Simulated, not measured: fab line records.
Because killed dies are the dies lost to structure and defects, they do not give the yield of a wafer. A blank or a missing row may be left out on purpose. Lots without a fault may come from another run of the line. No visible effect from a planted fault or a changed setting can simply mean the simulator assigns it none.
fab line records + flow n5_finfet
record:
- lots: 7
- wafers: 39
route steps=1938 shown BEOL_M10@1512
start_h: hours from the record's opening day to when the first of the lot's shown wafers began + wait_h: hours elapsed since this lot's preceding step + " as in the row above + L1.1+2: a single row standing in for several wafers + - no value, or no start given + * or withheld: withheld + < > ~ a bound
route shown NAME@n: NAME is a module with steps in the file, n the number in the route of the first one + usual: the fault-free wafers' mean and standard deviation + same: alike in all rows + chamber/n: place in a boat + sites: the reading at each site + _std_site: standard deviation of those values + _edge_site: mean of outer sites minus mean of inner sites + radius_mm: for every site, how far away it sits from the centre of the wafer + mask NAME#n: copy n + behind: the last tool/chamber to shape the wafer + hold: cause of the lot's hold/its duration in hours/its outcome + device: transistor that didn't switch, given as n, p or np + end of line: the same wafers' tests at the end of the route + a step without rows: its recipe alone + killed: dies lost to structure and defects at the first sort, not the wafer's yield + map: the dies of a wafer, with x for killed, . for not killed, _ for no die there
set.NAME: the run value of the setting; set.NAME@STEP: its run value at that earlier step + model.NAME: the simulator's own value behind a step, which no gauge read
lots with deliberately changed settings; one table per step, one row per wafer
== steps ==
step: N5_BEOL_M10_TRENCH_ETCH_37
recipe:
- chemistry: C4F6/O2
- target_depth_a: 1488.3
- target: SiCOH_lowk
- time_s: 48
- ion_energy_ev: 250
- pressure_mtorr: 30
- source_w: 345
- bias_w: 185
- Ar_flow_sccm: 300
- C4F6_flow_sccm: 10
- O2_flow_sccm: 10
| lot.wafer | tool        | chamber | start_h | wait_h | set.target_depth_a | model.etch.depth_nm | model.BEOL_M10.feature_depth_nm | model.TiN_of_BEOL_M10_HM_DEP_02.thk_nm |
|-----------|-------------|---------|---------|--------|--------------------|---------------------|---------------------------------|----------------------------------------|
| L077.1    | rie_diel-03 | 1       | -       | -      | 2367               | 238.1               | 238.2                           | 13.2                                   |
| L077.2    | "           | 2       | "       | "      | 1488.3             | 150.9               | 151                             | 15.6                                   |
| L077.3    | "           | 0       | "       | "      | 2367               | 238.3               | 238.4                           | 13.4                                   |
| L077.4    | "           | 3       | "       | "      | 1488.3             | 149.3               | 149.4                           | 15.8                                   |
| L077.5    | "           | 0       | "       | "      | 2367               | 237.3               | 237.2                           | 13.4                                   |
| L077.6    | "           | 1       | "       | "      | 1488.3             | 149.1               | 149                             | 15.8                                   |
| L082.1    | rie_diel-04 | 1       | -       | -      | 910.4              | 90.46               | 90.4                            | 17.6                                   |
| L082.2    | "           | 3       | "       | "      | 910.4              | 91.34               | 91.4                            | 17.6                                   |
| L082.3    | "           | 0       | "       | "      | 1488.3             | 150.3               | 150.4                           | 16                                     |
| L082.4    | "           | 0       | "       | "      | 1488.3             | 149.8               | 149.8                           | 16                                     |
| L082.5    | "           | 1       | "       | "      | 910.4              | 90.99               | 91                              | 17.6                                   |
| L082.6    | "           | 3       | "       | "      | 1488.3             | 150.7               | 150.6                           | 16                                     |
| L085.1    | rie_diel-04 | 0       | -       | -      | 1488.3             | 148.5               | 148.6                           | 15.8                                   |
| L085.2    | "           | 1       | "       | "      | 2072               | 202.9               | 202.8                           | 14.4                                   |
| L085.3    | "           | 2       | "       | "      | 1488.3             | 148.2               | 148.2                           | 15.8                                   |
| L085.4    | "           | 3       | "       | "      | 1488.3             | 148                 | 148                             | 16                                     |
| L085.5    | "           | 3       | "       | "      | 2072               | 205.5               | 205.6                           | 14.2                                   |
| L085.6    | "           | 0       | "       | "      | 2072               | 208.8               | 208.8                           | 14.2                                   |
| L087.1    | rie_diel-02 | 2       | -       | -      | 1488.3             | 148.6               | 148.6                           | 15.8                                   |
| L087.2    | "           | 3       | "       | "      | 1488.3             | 145.8               | 145.8                           | 16                                     |
| L087.3    | "           | 1       | "       | "      | 1116               | 111                 | 111                             | 17.2                                   |
| L087.4    | "           | 0       | "       | "      | 1488.3             | 148.1               | 148.2                           | 15.8                                   |
| L087.5    | "           | 0       | "       | "      | 1116               | 111.4               | 111.4                           | 17                                     |
| L087.6    | "           | 3       | "       | "      | 1116               | 109.8               | 109.8                           | 16.8                                   |
| L088.1    | rie_diel-03 | 0       | -       | -      | 1488.3             | 150.3               | 150.4                           | 16                                     |
| L088.2    | "           | 2       | "       | "      | 2011               | 205.6               | 205.6                           | 14.4                                   |
| L088.3    | "           | 1       | "       | "      | 2011               | 202.6               | 202.6                           | 14.4                                   |
| L088.4    | "           | 3       | "       | "      | 2011               | 204.8               | 204.8                           | 14.2                                   |
| L088.5    | "           | 0       | "       | "      | 1488.3             | 150.3               | 150.4                           | 15.8                                   |
| L088.6    | "           | 3       | "       | "      | 1488.3             | 151.1               | 151                             | 15.8                                   |
| L092.1    | rie_diel-02 | 2       | -       | -      | 1488.3             | 149.8               | 149.8                           | 16.2                                   |
| L092.2    | "           | 0       | "       | "      | 1488.3             | 151.5               | 151.4                           | 16                                     |
| L092.5    | "           | 0       | "       | "      | 1488.3             | 149.3               | 149.2                           | 16.2                                   |
| L094.1    | rie_diel-04 | 2       | -       | -      | 642.5              | 63.92               | 64                              | 18                                     |
| L094.2    | "           | 3       | "       | "      | 642.5              | 63.8                | 63.8                            | 18.2                                   |
| L094.3    | "           | 1       | "       | "      | 1488.3             | 145.9               | 146                             | 15.6                                   |
| L094.4    | "           | 0       | "       | "      | 1488.3             | 148.4               | 148.4                           | 15.6                                   |
| L094.5    | "           | 2       | "       | "      | 642.5              | 63.64               | 63.6                            | 17.8                                   |
| L094.6    | "           | 1       | "       | "      | 1488.3             | 145.8               | 145.8                           | 15.6                                   |
step: N5_BEOL_M10_ETCH_41
recipe:
- chemistry: CH3F/O2
- target: SiCN
- target_depth_a: 426
- taper_deg: 2
- time_s: 86
- ion_energy_ev: 120
- mask_material: TiN
- pressure_mtorr: 30
- source_w: 395
- bias_w: 75
- Ar_flow_sccm: 150
- CH3F_flow_sccm: 30
- O2_flow_sccm: 20
step: N5_BEOL_M10_STRIP_77
recipe:
- chemistry: N2/H2
- time_s: 10
- power_w: 450
- temp_c: 40
- pressure_mtorr: 20
- rf_frequency_hz: 6e+07
- bias_power_w: 7
- n2_flow_sccm: 200
- h2_flow_sccm: 200
step: N5_BEOL_M10_OCD_MEAS_38
usual:
- trench_depth_nm: 148.5/1.6
| lot.wafer | tool   | chamber | start_h | wait_h | set.target_depth_a@BEOL_M10_TRENCH_ETCH_37 | trench_depth_nm |
|-----------|--------|---------|---------|--------|--------------------------------------------|-----------------|
| L077.1    | ocd-02 | -       | 228.42  | -      | 2367                                       | 238.0           |
| L077.2    | "      | -       | "       | "      | 1488.3                                     | 150.7           |
| L077.3    | "      | -       | "       | "      | 2367                                       | 238.5           |
| L077.4    | "      | -       | "       | "      | 1488.3                                     | 149.5           |
| L077.5    | "      | -       | "       | "      | 2367                                       | 236.8           |
| L077.6    | "      | -       | "       | "      | 1488.3                                     | 148.9           |
| L082.1    | ocd-01 | -       | 269.91  | -      | 910.4                                      | 90.9            |
| L082.2    | "      | -       | "       | "      | 910.4                                      | 91.4            |
| L082.3    | "      | -       | "       | "      | 1488.3                                     | 150.1           |
| L082.4    | "      | -       | "       | "      | 1488.3                                     | 149.9           |
| L082.5    | "      | -       | "       | "      | 910.4                                      | 91.0            |
| L082.6    | "      | -       | "       | "      | 1488.3                                     | 150.7           |
| L085.1    | ocd-02 | -       | 283.56  | -      | 1488.3                                     | 148.1           |
| L085.2    | "      | -       | "       | "      | 2072                                       | 202.6           |
| L085.3    | "      | -       | "       | "      | 1488.3                                     | 148.2           |
| L085.4    | "      | -       | "       | "      | 1488.3                                     | 148.1           |
| L085.5    | "      | -       | "       | "      | 2072                                       | 205.3           |
| L085.6    | "      | -       | "       | "      | 2072                                       | 208.8           |
| L087.1    | ocd-01 | -       | 291.91  | -      | 1488.3                                     | 148.5           |
| L087.2    | "      | -       | "       | "      | 1488.3                                     | 146.2           |
| L087.3    | "      | -       | "       | "      | 1116                                       | 110.9           |
| L087.4    | "      | -       | "       | "      | 1488.3                                     | 148.2           |
| L087.5    | "      | -       | "       | "      | 1116                                       | 111.6           |
| L087.6    | "      | -       | "       | "      | 1116                                       | 109.8           |
| L088.1    | ocd-02 | -       | 298.22  | -      | 1488.3                                     | 150.4           |
| L088.2    | "      | -       | "       | "      | 2011                                       | 205.9           |
| L088.3    | "      | -       | "       | "      | 2011                                       | 202.8           |
| L088.4    | "      | -       | "       | "      | 2011                                       | 205.2           |
| L088.5    | "      | -       | "       | "      | 1488.3                                     | 150.1           |
| L088.6    | "      | -       | "       | "      | 1488.3                                     | 151.1           |
| L092.1    | ocd-02 | -       | 325.44  | -      | 1488.3                                     | 149.4           |
| L092.2    | "      | -       | "       | "      | 1488.3                                     | 151.3           |
| L092.5    | "      | -       | "       | "      | 1488.3                                     | 149.6           |
| L094.1    | ocd-01 | -       | 336.77  | -      | 642.5                                      | 64.2            |
| L094.2    | "      | -       | "       | "      | 642.5                                      | 63.9            |
| L094.3    | "      | -       | "       | "      | 1488.3                                     | 146.3           |
| L094.4    | "      | -       | "       | "      | 1488.3                                     | 148.4           |
| L094.5    | "      | -       | "       | "      | 642.5                                      | 63.3            |
| L094.6    | "      | -       | "       | "      | 1488.3                                     | 145.8           |
step: N5_BEOL_M10_HM_STRIP_39
recipe:
- chemistry: peroxide_tin_strip
- material: TiN
- target_depth_a: 250
- temp_c: 50
- time_s: 158
step: N5_BEOL_M10_SRD_40
recipe:
- time_s: 30
- temp_c: 23
- rinse_liquid: diw
- dry: ipa_marangoni
step: N5_BEOL_M10_ECD_50
recipe:
- material: Cu
- target_thk_a: 3180
step: N5_BEOL_M10_ANNEAL_51
recipe:
- temp_c: 225
- time_s: 90
- ambient: N2
step: N5_BEOL_M10_CMP_52
recipe:
- stop_on: SiCOH_lowk
- t_overpolish_s: 7
- down_force_psi: 1
- platen_rpm: 50
- clearing_platen_down_force_psi: 1.5
- clearing_platen_rpm: 50
- post_cmp_clean: cu_alkaline
- target_thk_nm: 140
- clearing_platen_pad_velocity_m_s: 0.99484
- pad_velocity_m_s: 0.99484
| lot.wafer | tool   | chamber | start_h | wait_h | set.target_depth_a@BEOL_M10_TRENCH_ETCH_37 | model.Cu_of_BEOL_M10_ECD_50.thk_nm |
|-----------|--------|---------|---------|--------|--------------------------------------------|------------------------------------|
| L077.4    | cmp-02 | 2       | 231.82  | 0.1    | 1488.3                                     | 139.2                              |
| L077.3    | "      | 3       | "       | "      | 2367                                       | 227.8                              |
| L077.2    | "      | 0       | "       | "      | 1488.3                                     | 140.8                              |
| L077.1    | "      | 1       | "       | "      | 2367                                       | 227.2                              |
| L077.5    | "      | 2       | "       | "      | 2367                                       | 227.4                              |
| L077.6    | "      | 3       | "       | "      | 1488.3                                     | 138.8                              |
| L082.3+6  | cmp-02 | 3,0     | 271.95  | 0.2    | 1488.3                                     | 142.4                              |
| L082.4    | "      | 0       | "       | "      | 1488.3                                     | 141.6                              |
| L082.1    | "      | 1       | "       | "      | 910.4                                      | 80.8                               |
| L082.2    | "      | 2       | "       | "      | 910.4                                      | 83.4                               |
| L082.5    | "      | 3       | "       | "      | 910.4                                      | 81.6                               |
| L085.4    | cmp-02 | 0       | 285.50  | 0.1    | 1488.3                                     | 139.6                              |
| L085.2    | "      | 1       | "       | "      | 2072                                       | 193.6                              |
| L085.1    | "      | 2       | "       | "      | 1488.3                                     | 138.8                              |
| L085.3    | "      | 3       | "       | "      | 1488.3                                     | 138.4                              |
| L085.6    | "      | 0       | "       | "      | 2072                                       | 200.6                              |
| L085.5    | "      | 1       | "       | "      | 2072                                       | 196.4                              |
| L087.4    | cmp-01 | 0       | 294.25  | 0.1    | 1488.3                                     | 138.2                              |
| L087.1    | "      | 1       | "       | "      | 1488.3                                     | 139.6                              |
| L087.3    | "      | 2       | "       | "      | 1116                                       | 103.4                              |
| L087.2    | "      | 3       | "       | "      | 1488.3                                     | 136.8                              |
| L087.5    | "      | 0       | "       | "      | 1116                                       | 103.8                              |
| L087.6    | "      | 1       | "       | "      | 1116                                       | 102                                |
| L088.3    | cmp-02 | 2       | 300.38  | 0.2    | 2011                                       | 193.6                              |
| L088.2    | "      | 3       | "       | "      | 2011                                       | 196                                |
| L088.1    | "      | 0       | "       | "      | 1488.3                                     | 141.4                              |
| L088.4    | "      | 1       | "       | "      | 2011                                       | 195.4                              |
| L088.5    | "      | 2       | "       | "      | 1488.3                                     | 140.8                              |
| L088.6    | "      | 3       | "       | "      | 1488.3                                     | 141.6                              |
| L092.1+5  | cmp-04 | 1,0     | 329.85  | 0.3    | 1488.3                                     | 140.6                              |
| L092.2    | "      | 2       | "       | "      | 1488.3                                     | 141.4                              |
| L094.1    | cmp-01 | 1       | 339.27  | 0.3    | 642.5                                      | 53.4                               |
| L094.3    | "      | 2       | "       | "      | 1488.3                                     | 135.2                              |
| L094.4    | "      | 3       | "       | "      | 1488.3                                     | 138.8                              |
| L094.2    | "      | 0       | "       | "      | 642.5                                      | 55                                 |
| L094.5    | "      | 1       | "       | "      | 642.5                                      | 53.6                               |
| L094.6    | "      | 2       | "       | "      | 1488.3                                     | 137.2                              |
step: N5_BEOL_M10_THK_MEAS_53
recipe:
- thk_meas_gauge: xrf
- reads: Cu_of_BEOL_M10_ECD_50
usual:
- M10_THK: 139.1/2.1
| lot.wafer | tool          | chamber | start_h | wait_h | set.target_depth_a@BEOL_M10_TRENCH_ETCH_37 | M10_THK[nm] |
|-----------|---------------|---------|---------|--------|--------------------------------------------|-------------|
| L077.1    | film_metro-01 | -       | 232.11  | -      | 2367                                       | 227.6       |
| L077.2    | "             | -       | "       | "      | 1488.3                                     | 140.1       |
| L077.3    | "             | -       | "       | "      | 2367                                       | 227.4       |
| L077.4    | "             | -       | "       | "      | 1488.3                                     | 138.5       |
| L077.5    | "             | -       | "       | "      | 2367                                       | 225.9       |
| L077.6    | "             | -       | "       | "      | 1488.3                                     | 137.8       |
| L082.1    | film_metro-02 | -       | 272.24  | -      | 910.4                                      | 81.1        |
| L082.2    | "             | -       | "       | "      | 910.4                                      | 83.8        |
| L082.3    | "             | -       | "       | "      | 1488.3                                     | 143.8       |
| L082.4    | "             | -       | "       | "      | 1488.3                                     | 141.8       |
| L082.5    | "             | -       | "       | "      | 910.4                                      | 82.4        |
| L082.6    | "             | -       | "       | "      | 1488.3                                     | 143.1       |
| L085.1    | film_metro-02 | -       | 285.80  | -      | 1488.3                                     | 138.4       |
| L085.2    | "             | -       | "       | "      | 2072                                       | 193.3       |
| L085.3    | "             | -       | "       | "      | 1488.3                                     | 138.3       |
| L085.4    | "             | -       | "       | "      | 1488.3                                     | 138.8       |
| L085.5    | "             | -       | "       | "      | 2072                                       | 196.1       |
| L085.6    | "             | -       | "       | "      | 2072                                       | 200.0       |
| L087.1    | film_metro-02 | -       | 294.54  | -      | 1488.3                                     | 139.7       |
| L087.2    | "             | -       | "       | "      | 1488.3                                     | 137.0       |
| L087.3    | "             | -       | "       | "      | 1116                                       | 103.5       |
| L087.4    | "             | -       | "       | "      | 1488.3                                     | 138.4       |
| L087.5    | "             | -       | "       | "      | 1116                                       | 104.3       |
| L087.6    | "             | -       | "       | "      | 1116                                       | 101.7       |
| L088.1    | film_metro-01 | -       | 300.68  | -      | 1488.3                                     | 140.7       |
| L088.2    | "             | -       | "       | "      | 2011                                       | 194.4       |
| L088.3    | "             | -       | "       | "      | 2011                                       | 192.3       |
| L088.4    | "             | -       | "       | "      | 2011                                       | 194.1       |
| L088.5    | "             | -       | "       | "      | 1488.3                                     | 139.4       |
| L088.6    | "             | -       | "       | "      | 1488.3                                     | 140.7       |
| L092.1    | film_metro-01 | -       | 330.07  | -      | 1488.3                                     | 138.5       |
| L092.2    | "             | -       | "       | "      | 1488.3                                     | 139.2       |
| L092.5    | "             | -       | "       | "      | 1488.3                                     | 138.7       |
| L094.1    | film_metro-02 | -       | 339.56  | -      | 642.5                                      | 53.5        |
| L094.2    | "             | -       | "       | "      | 642.5                                      | 55.4        |
| L094.3    | "             | -       | "       | "      | 1488.3                                     | 136.4       |
| L094.4    | "             | -       | "       | "      | 1488.3                                     | 139.6       |
| L094.5    | "             | -       | "       | "      | 642.5                                      | 54.0        |
| L094.6    | "             | -       | "       | "      | 1488.3                                     | 137.9       |
step: N5_BEOL_M10_PRE_CLEAN_55
recipe:
- gas: NH3
- time_s: 15
- temp_c: withheld
- rf_power_w: 300
step: N5_BEOL_M10_DEP_56
recipe:
- material: SiCN
- target_thk_a: 150
- temp_c: withheld
- precursor: 3MS/NH3
- pressure_torr: 3
- rf_w: 202
- time_s: 26.5
step: N5_BEOL_M10_RS_MEAS_57
recipe:
- thk_meas_gauge: four-point-probe
- reads: Cu_of_BEOL_M10_ECD_50+Co_of_BEOL_M10_CVD_75+TaN_of_BEOL_M10_ALD_74
usual:
- M10_RS: 0.1515/0.0021
| lot.wafer | tool          | chamber | start_h | wait_h | set.target_depth_a@BEOL_M10_TRENCH_ETCH_37 | M10_RS[ohm/sq] |
|-----------|---------------|---------|---------|--------|--------------------------------------------|----------------|
| L077.1    | film_metro-01 | -       | 232.25  | 0.1    | 2367                                       | 0.0895         |
| L077.2    | "             | -       | "       | "      | 1488.3                                     | 0.1498         |
| L077.3    | "             | -       | "       | "      | 2367                                       | 0.0891         |
| L077.4    | "             | -       | "       | "      | 1488.3                                     | 0.1520         |
| L077.5    | "             | -       | "       | "      | 2367                                       | 0.0894         |
| L077.6    | "             | -       | "       | "      | 1488.3                                     | 0.1526         |
| L082.1    | film_metro-02 | -       | 272.38  | 0.1    | 910.4                                      | 0.2822         |
| L082.2    | "             | -       | "       | "      | 910.4                                      | 0.2714         |
| L082.3    | "             | -       | "       | "      | 1488.3                                     | 0.1478         |
| L082.4    | "             | -       | "       | "      | 1488.3                                     | 0.1491         |
| L082.5    | "             | -       | "       | "      | 910.4                                      | 0.2788         |
| L082.6    | "             | -       | "       | "      | 1488.3                                     | 0.1484         |
| L085.1    | film_metro-01 | -       | 285.93  | 0.1    | 1488.3                                     | 0.1526         |
| L085.2    | "             | -       | "       | "      | 2072                                       | 0.1063         |
| L085.3    | "             | -       | "       | "      | 1488.3                                     | 0.1525         |
| L085.4    | "             | -       | "       | "      | 1488.3                                     | 0.1515         |
| L085.5    | "             | -       | "       | "      | 2072                                       | 0.1046         |
| L085.6    | "             | -       | "       | "      | 2072                                       | 0.1021         |
| L087.1    | film_metro-02 | -       | 294.68  | 0.1    | 1488.3                                     | 0.1516         |
| L087.2    | "             | -       | "       | "      | 1488.3                                     | 0.1548         |
| L087.3    | "             | -       | "       | "      | 1116                                       | 0.2121         |
| L087.4    | "             | -       | "       | "      | 1488.3                                     | 0.1529         |
| L087.5    | "             | -       | "       | "      | 1116                                       | 0.2111         |
| L087.6    | "             | -       | "       | "      | 1116                                       | 0.2153         |
| L088.1    | film_metro-02 | -       | 300.81  | 0.1    | 1488.3                                     | 0.1493         |
| L088.2    | "             | -       | "       | "      | 2011                                       | 0.1048         |
| L088.3    | "             | -       | "       | "      | 2011                                       | 0.1062         |
| L088.4    | "             | -       | "       | "      | 2011                                       | 0.1050         |
| L088.5    | "             | -       | "       | "      | 1488.3                                     | 0.1504         |
| L088.6    | "             | -       | "       | "      | 1488.3                                     | 0.1490         |
| L092.1    | film_metro-01 | -       | 330.21  | 0.1    | 1488.3                                     | 0.1509         |
| L092.2    | "             | -       | "       | "      | 1488.3                                     | 0.1495         |
| L092.5    | "             | -       | "       | "      | 1488.3                                     | 0.1503         |
| L094.1    | film_metro-02 | -       | 339.70  | 0.1    | 642.5                                      | 0.4660         |
| L094.2    | "             | -       | "       | "      | 642.5                                      | 0.4481         |
| L094.3    | "             | -       | "       | "      | 1488.3                                     | 0.1565         |
| L094.4    | "             | -       | "       | "      | 1488.3                                     | 0.1525         |
| L094.5    | "             | -       | "       | "      | 642.5                                      | 0.4628         |
| L094.6    | "             | -       | "       | "      | 1488.3                                     | 0.1542         |
== key ==
split:
- step: N5_BEOL_M10_TRENCH_ETCH_37
- setting: target_depth_a
- stated: 1488.3
- by: wafer
response:
- step: N5_BEOL_M10_TRENCH_ETCH_37
- reading: model.etch.depth_nm
- change: +1.49
- per: 1%
- r: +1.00
response:
- step: N5_BEOL_M10_TRENCH_ETCH_37
- reading: model.BEOL_M10.feature_depth_nm
- change: +1.49
- per: 1%
- r: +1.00
response:
- step: N5_BEOL_M10_TRENCH_ETCH_37
- reading: model.TiN_of_BEOL_M10_HM_DEP_02.thk_nm
- change: -0.0417
- per: 1%
- r: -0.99
response:
- step: N5_BEOL_M10_OCD_MEAS_38
- reading: trench_depth_nm
- change: +1.49
- per: 1%
- r: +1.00
response:
- step: N5_BEOL_M10_CMP_52
- reading: model.Cu_of_BEOL_M10_ECD_50.thk_nm
- change: +1.49
- per: 1%
- r: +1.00
response:
- step: N5_BEOL_M10_THK_MEAS_53
- reading: M10_THK
- change: +1.49
- per: 1%
- r: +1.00
response:
- step: N5_BEOL_M10_RS_MEAS_57
- reading: M10_RS
- shape: bent
- at_lowest: 0.4590
- at_stated: 0.1513
- at_highest: 0.0893
